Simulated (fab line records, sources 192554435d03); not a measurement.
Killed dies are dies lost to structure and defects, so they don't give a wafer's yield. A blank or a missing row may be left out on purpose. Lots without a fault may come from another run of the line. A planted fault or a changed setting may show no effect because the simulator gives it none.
Chamber matching | flow n5_finfet | N5_FIN_SAQP_ETCH_69 on rie_diel-01: 4 sister chambers
The step etches SOC in N2/H2, stops on SiNx, target depth 150 nm. 4 wafers are shown with their chamber, then 9 later ones without.

WAFERS WITH THEIR CHAMBER
wafer  | chamber | oes_product_au (a.u.)
L078.6 | 0       | 0.78
L080.1 | 3       | 0.91
L081.5 | 1       | 0.82
L081.6 | 2       | 0.70

WAFERS WITHOUT THEIR CHAMBER
wafer  | oes_product_au (a.u.)
L083.1 | 0.77
L083.2 | 0.70
L083.6 | 0.77
L085.1 | 0.82
L085.2 | 0.70
L085.3 | 0.89
L092.1 | 0.86
L092.2 | 0.69
L092.3 | 0.75

WHICH CHAMBER EACH WENT THROUGH
wafer  | from the rows above     | in truth
L083.1 | 0                       | 0
L083.2 | 2                       | 2
L083.6 | 0                       | 0
L085.1 | 1                       | 1
L085.2 | 2                       | 2
L085.3 | 3                       | 3
L092.1 | can't be placed: 1 or 3 | 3
L092.2 | 2                       | 2
L092.3 | can't be placed: 0 or 2 | 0
Placed correctly: 7 of 9. Can't be placed from these rows: 2 (the true chamber is among the candidates in 2). Placed wrongly: 0.
How it was worked out, from the rows above alone: a wafer's distance from a chamber is the root of the sum, over the readings, of the square of ((its reading less the chamber's mean) divided by the reading's scatter). The wafer belongs to the nearest chamber; if the next one is less than 2 further off, it can't be placed. A chamber's mean is the mean of its shown wafers. The scatter: with one shown wafer a chamber, the root of the mean of the squares of how far each hidden wafer lies from its nearest shown one.
